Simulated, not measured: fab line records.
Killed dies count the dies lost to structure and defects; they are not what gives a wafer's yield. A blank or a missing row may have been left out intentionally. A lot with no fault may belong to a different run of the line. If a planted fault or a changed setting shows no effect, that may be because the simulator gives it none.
Split-lot experiment	flow n5Finfet	route with 1938 steps; 7 lots, 21 wafers read

== ABOUT THE SPLIT ==
At N5_BEOL_M7_ETCH_41 (etches SiCN in CH3F/O2, target depth 31.9 nm, time 57.8 s), the setting sourceW was moved away from the recipe's 395 W on 8 of the 21 wafers read, by -13.4% to +16.7%. All remaining wafers had this setting at the recipe value.

Reading taken at the split's own step.

== THE READING ==
rfVppV, in V, at N5_BEOL_M7_ETCH_41 (etches SiCN in CH3F/O2, target depth 31.9 nm, time 57.8 s). On this fab line, fault-free wafers typically give 297.4 V with a standard deviation of 1.5 V.

wafer	tool, chamber at the split	sourceW as run, W	against the recipe	rfVppV, V	against lot-mates on the recipe
L074.1	rieDiel-02, 3	414	+4.8%	291.3	-5.3
L074.2	rieDiel-02, 2	395	recipe	296.6	-
L074.5	rieDiel-02, 2	395	recipe	296.6	-
L079.1	rieDiel-04, 0	342.1	-13.4%	311.2	+12.2
L079.2	rieDiel-04, 2	395	recipe	299.0	-
L079.5	rieDiel-04, 3	342.1	-13.4%	310.8	+11.8
L081.2	rieDiel-02, 2	395	recipe	296.7	-
L081.4	rieDiel-02, 2	461	+16.7%	283.1	-13.6
L081.5	rieDiel-02, 3	461	+16.7%	282.7	-14.0
L083.4	rieDiel-02, 1	442.7	+12.1%	287.6	-9.8
L083.5	rieDiel-02, 0	395	recipe	297.4	-
L083.6	rieDiel-02, 1	395	recipe	297.5	-
L095.1	rieDiel-04, 3	395	recipe	297.8	-
L095.2	rieDiel-04, 0	395	recipe	297.1	-
L095.6	rieDiel-04, 2	395	recipe	300.5	-
L092.1	rieDiel-06, 3	395	recipe	295.5	-
L092.4	rieDiel-06, 2	395	recipe	299.7	-
L092.6	rieDiel-06, 0	395	recipe	297.0	-
L094.2	rieDiel-04, 1	459.7	+16.4%	281.7	-12.8
L094.3	rieDiel-04, 0	395	recipe	294.5	-
L094.4	rieDiel-04, 2	459.7	+16.4%	286.7	-7.8

THE FIT
A straight line over all 21 wafers: rfVppV changes by -0.89 V for each +1% of sourceW; r = -0.98; the points scatter about the line by 1.7 V.
The same after taking each lot's own level away (the mean of its wafers on the recipe; 21 wafers): -0.787 V for each +1%; r = -0.97; scatter 1.6 V.
Per that fit: largest sourceW move, reading shift of 13 V.
The span of the lots' own levels, 294.50 to 299.00 V, comes to 3.0 times the standard deviation stated above.
So the lot-to-lot level changes the slope: the two fits differ.
Check: with one of the wafers moved furthest among these (+16.7%) left out of the fit, the line predicts -12.8 V for it against its lot-mates. It came out at -13.6 V against them.
Tool readings at the split's step, against how far the setting was moved: rfVppV r = -0.98.

== OTHER SPLITS ON THESE WAFERS ==
These wafers also went through other splits before the reading. Each is held against what the fit with the lots' levels taken away leaves over:
other split on the same wafers	wafers away from the commonest value	r with rfVppV (lot level and that fit taken away)
N5_BEOL_M6_ETCH_62 timeS	6	-0.14
N5_BEOL_M7_PECVD_70 tempC	6	-0.25
N5_BEOL_M7_TRENCH_ETCH_37 biasW	5	-0.10

== THE WHOLE CHAIN: every reading that the file lists as answering this split, in the file's order ==
step	what it does	reading	change (the file's fit)	r (the file's)
N5_BEOL_M7_ETCH_41	etches SiCN in CH3F/O2, target depth 31.9 nm, time 57.8 s	rfVppV	-0.786 V for each +1% of the setting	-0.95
N5_BEOL_M7_ETCH_41	etches SiCN in CH3F/O2, target depth 31.9 nm, time 57.8 s	etch.depthNm (the simulator's own value, which no gauge read)	+0.0841 nm for each +1% of the setting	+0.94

== THE FILE'S OWN FIT ==
rfVppV changes by -0.786 V for each +1% of sourceW, r = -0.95.
